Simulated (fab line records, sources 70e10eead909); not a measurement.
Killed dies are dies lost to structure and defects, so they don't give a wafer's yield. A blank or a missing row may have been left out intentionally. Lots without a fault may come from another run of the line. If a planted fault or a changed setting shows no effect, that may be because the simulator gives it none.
Comparing a struck lot with a sound one / flow nand_harc / 15 out of 1159 route steps
Sound: wafers L984.2, L984.5, L984.6. Struck: wafer L986.3 (left out: L986.1, a lot-mate that was not struck); the cause follows at the end.
For every step that has rows: the tool of each side, followed by ch and its chambers, followed by its first start. Under that, the readings that differ: sound wafers / struck wafers / difference of the means / sigmas: that difference in standard deviations of wafers without a fault.
alike: readings with means less than 2 such deviations apart, plus words and numbers identical on both sides. not compared: withheld readings, readings lacking a value on some wafer, bounds such as >300 that could conceal the same value, and numbers that have no deviation in the record and whose values overlap.
A row with sigmas, a row that says differs or no value, or rows on one side alone: a step with any of these is where the two part. Numbers that have no deviation but don't overlap get no sigmas and don't part them. A reading that every wafer of one side lacks parts them only if that side has two wafers or more.

first, 1 step without rows for these wafers: NHARC_A_ONON_D1_DEP_00 (target thk 1000 nm).
NHARC_A_ONON_D1_THK_MEAS_02: measures by ellipsometry.
  sound on film_metro-01, day 11 12:53; struck on film_metro-02, day 11 18:53
  alike: thk_nm
then, 1 step without rows for these wafers: NHARC_A_ONON_D1_DEP_03 (target thk 1000 nm).
NHARC_A_ONON_D1_THK_MEAS_05: measures by ellipsometry.
  sound on film_metro-01, day 11 13:27; struck on film_metro-01, day 11 19:27
  alike: thk_nm
then, 1 step without rows for these wafers: NHARC_A_ONON_D1_DEP_06 (target thk 1000 nm).
NHARC_A_ONON_D1_THK_MEAS_08: measures by ellipsometry.
  sound on film_metro-02, day 11 14:02; struck on film_metro-02, day 11 20:01
  alike: thk_nm
then, 1 step without rows for these wafers: NHARC_A_ONON_D1_DEP_09 (target thk 1000 nm).
NHARC_A_ONON_D1_THK_MEAS_11: measures by ellipsometry.
  sound on film_metro-02, day 11 14:37; struck on film_metro-02, day 11 20:35
  alike: thk_nm
then, 1 step without rows for these wafers: NHARC_A_ONON_D1_DEP_12 (target thk 1000 nm).
NHARC_A_ONON_D1_THK_MEAS_14: measures by ellipsometry.
  sound on film_metro-01, day 11 15:11; struck on film_metro-02, day 11 21:10
  alike: thk_nm
then, 1 step without rows for these wafers: NHARC_A_ONON_D1_ANNEAL_15 (time 3600 s).
NHARC_A_ONON_D1_DEP_16: target thk 1000 nm.
  sound on pecvd_onon-03 ch 0, day 12 00:12; struck on pecvd_onon-02 ch 0, day 12 03:46
  alike: nh3_flow_sccm
NHARC_A_ONON_D1_THK_MEAS_18: measures by ellipsometry.
  sound on film_metro-01, day 12 00:39; struck on film_metro-01, day 12 04:18
reading=thk_nm (nm); sound=1005 1007 1005; struck=1955; difference=+949; sigmas=+99 or more
then, 1 step without rows for these wafers: NHARC_A_ONON_D1_DEP_19 (target thk 1000 nm).
-- the record jumps here: 11 days lie between the struck wafers' starts before and after (it left off in module A_ONON_D1 and takes up again in module END, whose first step shown is number 1159 of the route) --
NHARC_END_SORT_01:
  here the record holds rows for the struck wafers (prober-02 ch 0, day 23 15:51) but none for the sound ones

## WHERE THEY PART
First at NHARC_A_ONON_D1_THK_MEAS_18; last, within this record, at NHARC_END_SORT_01.

WHY: what the simulator had put in
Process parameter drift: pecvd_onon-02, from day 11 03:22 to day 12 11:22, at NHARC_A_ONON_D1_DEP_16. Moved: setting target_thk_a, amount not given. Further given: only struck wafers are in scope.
